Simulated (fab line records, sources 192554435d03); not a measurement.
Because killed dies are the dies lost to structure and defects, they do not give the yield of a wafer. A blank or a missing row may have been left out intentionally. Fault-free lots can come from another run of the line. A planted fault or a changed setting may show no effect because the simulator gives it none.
A struck lot beside a sound one ; flow n5Finfet ; 41 out of 1938 route steps
Sound: the wafers L202.4, L202.5, L202.6. Struck: wafer L213.3 (L213.2, L213.5, from the same lot, were not struck and are left out); the cause is given at the end.
Per side, at each step with rows, come the tool, then ch with its chambers, and then its first start. Under that, the readings that differ: sound wafers ; struck wafers ; difference of the means ; sigmas: that difference in standard deviations of wafers without a fault.
alike: a reading whose means differ by less than 2 such deviations, as well as words and numbers matching on both sides. not compared: withheld readings; readings where some wafer has no value; bounds like >300 that might hide an equal value; numbers whose values overlap and for which the record gives no deviation.
The two part at a step that has a row with sigmas, a row that says differs or no value, or rows on one side only. Numbers that don't overlap but have no deviation are shown without sigmas and don't part them. Lack of a reading on every wafer of one side parts them only where that side has two or more wafers.

first, 12 steps without rows for these wafers: N5_HKMG_FIN_STRIP_33 (strips in N2/H2); N5_HKMG_FIN_STRIP_34 (strips in CF4); N5_HKMG_FIN_ETCH_35 (etches SOC in N2/H2, target depth 215.8 nm, time 243.4 s); N5_HKMG_FIN_STRIP_92 (strips SOC in N2/H2, time 20 s); N5_HKMG_FIN_WET_ETCH_18 (etches TiN in SC1, time 55 s, target depth 5.2 nm, rinse time 30 s); N5_HKMG_FIN_STRIP_19 (strips in N2/H2, time 360 s); N5_HKMG_FIN_ALD_91 (deposits TiN, target thk 1 nm, pulse time 1 s, purge time 3 s); N5_HKMG_FIN_COAT_85 (time 60 s, resist thk 300 nm); N5_HKMG_FIN_ETCH_86 (etches SOC in N2/H2, stops on TiN, target depth 393.2 nm); N5_HKMG_FIN_STRIP_89 (strips SOC in N2/H2, time 20 s); N5_HKMG_FIN_WET_ETCH_87 (etches TiN in SC1, time 154.2 s, target depth 4.7 nm, rinse time 30 s); N5_HKMG_FIN_STRIP_88 (strips in N2/H2, time 360 s).
N5_HKMG_FIN_NWFM_ALD_20: deposits TiAlC, target thk 2 nm, pulse time 3 s, purge time 2 s.
  sound on aldMetal-03 ch 0,2,3, day 4 02:58; struck on aldMetal-03 ch 3, day 7 02:44
reading;sound;struck;difference;sigmas
aldCycles;7 7 7;4;-3;
model.TiAlC_of_HKMG_FIN_NWFM_ALD_20.thkNm (nm);2 2 2;1.2;-0.8;
  alike: heaterPowerW, precursorPulseHeightRel
then, 26 steps without rows for these wafers: N5_HKMG_FIN_ALD_71 (deposits TiN, target thk 1 nm, pulse time 1 s, purge time 3 s); N5_HKMG_FIN_COAT_66 (time 60 s, resist thk 300 nm); N5_HKMG_FIN_ETCH_67 (etches SOC in N2/H2, stops on TiN, target depth 388.9 nm); N5_HKMG_FIN_STRIP_90 (strips SOC in N2/H2, time 20 s); N5_HKMG_FIN_WET_ETCH_73 (etches the open film in SC1, time 42.3 s, target depth 1.3 nm, rinse time 30 s); N5_HKMG_FIN_ETCHBACK_68 (etches the open film in Cl2/Ar, stops on HfO2, target depth 0.5 nm); N5_HKMG_FIN_STRIP_69 (strips in N2/H2, time 360 s); N5_HKMG_FIN_ALD_21 (deposits TiN, target thk 1.5 nm, pulse time 1 s, purge time 3 s); N5_HKMG_FIN_ALD_72 (deposits W, target thk 2 nm, pulse time 1 s, purge time 2 s); N5_HKMG_FIN_W_FILL_22 (material W, target thk 60 nm, time 18.2 s); N5_HKMG_FIN_PRECLEAN_83 (cleans in DIW, time 57.5 s); N5_HKMG_FIN_SRD_84 (dry time 32 s); N5_HKMG_FIN_CMP_23 (polishes, stops on SiNx, t overpolish 10 s, target thk 46.326 nm); N5_HKMG_FIN_CMP_94 (polishes, stops on SiNx, t overpolish 4.7 s, target thk 43.299 nm); N5_GATE_CUT_ETCHBACK_00 (etches W in SF6/Cl2); N5_GATE_CUT_ETCH_56 (etches TiN in Cl2/Ar, target depth 21.6 nm); N5_GATE_CUT_ETCHBACK_30 (etches TiN in Cl2/Ar, target depth 3 nm); N5_GATE_CUT_VAPOR_ETCH_60 (etches HfO2 in BCl3/Cl2); N5_GATE_CUT_ETCH_58 (etches SiNx in CH3F/O2, target depth 17 nm, time 128.6 s); N5_GATE_CUT_STRIP_59 (strips in N2/H2, time 20 s); N5_GATE_CUT_PRECLEAN_31 (cleans in DIW, time 300 s); N5_GATE_CUT_SRD_32 (time 30 s); N5_GATE_CUT_SAC_CAP_01 (material SiNx, target thk 24 nm, pulse time 1 s, ald cycles 480); N5_GATE_CUT_PECVD_57 (deposits SiNx from SiH4/NH3/N2, target thk 21 nm); N5_GATE_CUT_CMP_02 (polishes, stops on SiO2, t overpolish 12.7 s, target thk 0 nm); N5_GATE_CUT_HM_DEP_46 (deposits SiO2 from TEOS/O2, target thk 130 nm, time 26.6 s).
-- a jump in the record: the struck wafers' starts before and after are 5 days apart (it breaks off in module GATE_CUT and resumes in module BEOL_M4, where the first step shown is number 1111 of the route) --
N5_BEOL_M4_RC_MEAS_101:
  sound on prober-02 ch 0, day 8 10:49; struck on prober-01 ch 0, day 11 17:55
reading;sound;struck;difference;sigmas
IOFF_N (nA/um);0.146 0.163 0.192;0.010;-0.157;-6
IOFF_N_85C (nA/um);2.8 3.1 3.5;0.3;-2.8;-7
IOFF_N_LIN (nA/um);0.068 0.077 0.085;0.004;-0.073;-7
IOFF_N_LONG (nA/um);5.39e-05 5.38e-05 5.31e-05;2.37e-05;-2.99e-05;-14
IOFF_P (nA/um);0.17 0.19 0.22;0.52;+0.33;+10
IOFF_P_85C (nA/um);3.1 3.4 3.7;7.7;+4.3;+9
IOFF_P_LIN (nA/um);0.085 0.093 0.101;0.239;+0.146;+11
IOFF_P_LONG (nA/um);9.5e-05 9.1e-05 9.1e-05;0.000228;+0.000136;+16
ION_N (uA/um);662 685 679;491;-184;-19
ION_P (uA/um);454 469 463;494;+32;+5
VT_N (mV);251.9 250.4 249.4;329.6;+79.0;+27
VT_N_LONG (mV);275.5 272.6 275.8;353.1;+78.5;+49
VT_N_LVT (mV);97.6 96.3 94.6;180.3;+84.1;+30
VT_P (mV);-253 -252 -252;-223;+29;+9
VT_P_LONG (mV);-277.4 -277.6 -276.3;-246.7;+30.4;+10
VT_P_LVT (mV);-102.3 -99.5 -98.4;-73.8;+26.3;+9
  alike: DIBL_N, DIBL_P, SS_N, SS_P
-- a jump in the record: the struck wafers' starts before and after are 5 days apart (it breaks off in module BEOL_M4 and resumes in module PASSIVATION, where the first step shown is number 1936 of the route) --
N5_PASSIVATION_PROBE_49:
  sound on prober-01, day 13 03:59; struck on prober-01, day 16 07:08
reading;sound;struck;difference;sigmas
sort_bin_4_leakage (%);0 0 0;6.53;+6.53;
sort_bin_8_speed (%);0 0 0;85.25;+85.25;
sortNPass;1071 1070 1089;0;-1077;-63
sortYieldPct (%);90.8 90.7 92.3;0;-91;-61
  alike: defectLimitedYield, killed_at_M0_to_M3, killed_at_M4_up, killedAtContacts, killedAtFrontEnd, killedAtOther, killedDies, killedOpen, killedShort, sort_bin_5_function, sort_bin_6_memory

## WHERE THEY PART
Earliest at N5_BEOL_M4_RC_MEAS_101; latest, in this record, at N5_PASSIVATION_PROBE_49.

WHY: what had been put in by the simulator
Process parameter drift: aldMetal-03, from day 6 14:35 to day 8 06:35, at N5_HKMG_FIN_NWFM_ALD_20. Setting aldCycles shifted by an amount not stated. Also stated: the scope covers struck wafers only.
